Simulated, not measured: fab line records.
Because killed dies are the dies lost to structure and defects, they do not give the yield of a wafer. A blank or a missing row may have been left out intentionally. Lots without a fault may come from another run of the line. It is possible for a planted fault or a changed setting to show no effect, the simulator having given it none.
The same fault as seen by 2 desks ; flow n5 finfet ; every desk sees just its own numbers, and what lay behind them comes last

== FROM THE METROLOGY DESK ==
Means of the sampled wafers that have a number, per lot and without regard to the tool the lot ran on: this is what the gauges read. Any lot whose mean is over 4 standard deviations away from the usual mean is out of limits and marked OUT; that distance is given in the brackets. Readings shown: 7 of its 13, picked as those furthest out on some lot.
Columns: A = IOFF_P at N5_BEOL_M4_RC_MEAS_101, usual 0.21 nA/um; B = ION_N at N5_BEOL_M4_RC_MEAS_101, usual 680 uA/um; C = ION_P at N5_BEOL_M4_RC_MEAS_101, usual 465 uA/um; D = SS_N at N5_BEOL_M4_RC_MEAS_101, usual 71.5 mV/dec; E = VT_N at N5_BEOL_M4_RC_MEAS_101, usual 249 mV; F = VT_P at N5_BEOL_M4_RC_MEAS_101, usual -250 mV; G = cd nm at N5_BEOL_M11_CD_MEAS_35, usual 69.8 nm
lot;first seen here;A;B;C;D;E;F;G
L262;day 8 08:55;0.20;675;463;71.6;250;-249;69.7
L264;day 8 23:29;0.21;693;466;71.5;247;-248;69.5
L265;day 9 21:58;0.19;673;456;71.7;250;-254;70.5
L267;day 9 22:27;0.21;681;471;71.6;252;-247;69.6
L273;day 11 06:53;0.20;676;456;71.8;248;-252;69.4
L274;day 11 12:10;0.27;695;474;72.4;244;-244;70.5
L278;day 12 09:25;0.21;668;459;71.5;253;-250;69.6
L279;day 12 14:55;0.17;671;460;71.3;253;-253;68.9
L281;day 13 14:23;0.20;685;462;71.6;246;-252;69.9
L284;day 13 21:46;0.23;678;468;71.7;249;-249;69.9
This desk's finding: nothing out of limits on any of the 10 lots.

== FOR THE TOOL OWNER'S DESK: rie diel-05 ==
The tool's own readings at N5_BEOL_M11_VIA_ETCH_34 (etches SiCOH lowk in C4F6/O2, target depth 184.5 nm, time 69.2 s): means of the sampled wafers that have a number, for each lot that ran on this tool. Any lot whose mean is over 4 standard deviations away from the usual mean is out of limits and marked OUT; that distance is given in the brackets.
Columns: A = drypump motor current A at N5_BEOL_M11_VIA_ETCH_34, usual 5.40 A; B = oes product au at N5_BEOL_M11_VIA_ETCH_34, usual 0.80 a.u.; C = rf fwd power W at N5_BEOL_M11_VIA_ETCH_34, usual 342.3 W; D = rf vpp V at N5_BEOL_M11_VIA_ETCH_34, usual 668 V; E = run length s at N5_BEOL_M11_VIA_ETCH_34, usual 92.5 s; F = showerhead plenum p Torr at N5_BEOL_M11_VIA_ETCH_34, usual 2.86 Torr; G = throttle valve pct at N5_BEOL_M11_VIA_ETCH_34, usual 20.88 %
lot;first seen here;A;B;C;D;E;F;G
L267;day 12 17:40;5.16;0.90;343.1;661;92.8;2.86;20.76
L274;day 14 01:48;5.16;0.81;342.1;665;81.7 (-31) OUT;2.86;20.96
L273;day 14 02:45;5.58;0.88;344.4;660;81.1 (-33) OUT;2.84;20.63
This desk's verdict: out of limits on L273, L274, starting with L274 at day 14 01:48 (run length s at N5_BEOL_M11_VIA_ETCH_34). L267: within limits.

== BROUGHT TOGETHER ==
On L273, L274, at day 14 01:48, an alarm was possible from the tool owner's desk.
Metrology desk: nothing out of limits seen.
The metrology desk holds a record of L273, L274, inside its limits.
The lots listed all ran N5_BEOL_M11_VIA_ETCH_34 on rie diel-05.

== WHAT THE SIMULATOR PUT IN ==
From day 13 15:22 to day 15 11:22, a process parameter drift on rie diel-05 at N5_BEOL_M11_VIA_ETCH_34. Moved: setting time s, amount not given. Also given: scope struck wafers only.
Struck lots among those shown: L273, L274.
Each desk's first reading out of limits, in hours after the fault started: the tool owner's desk, 10.
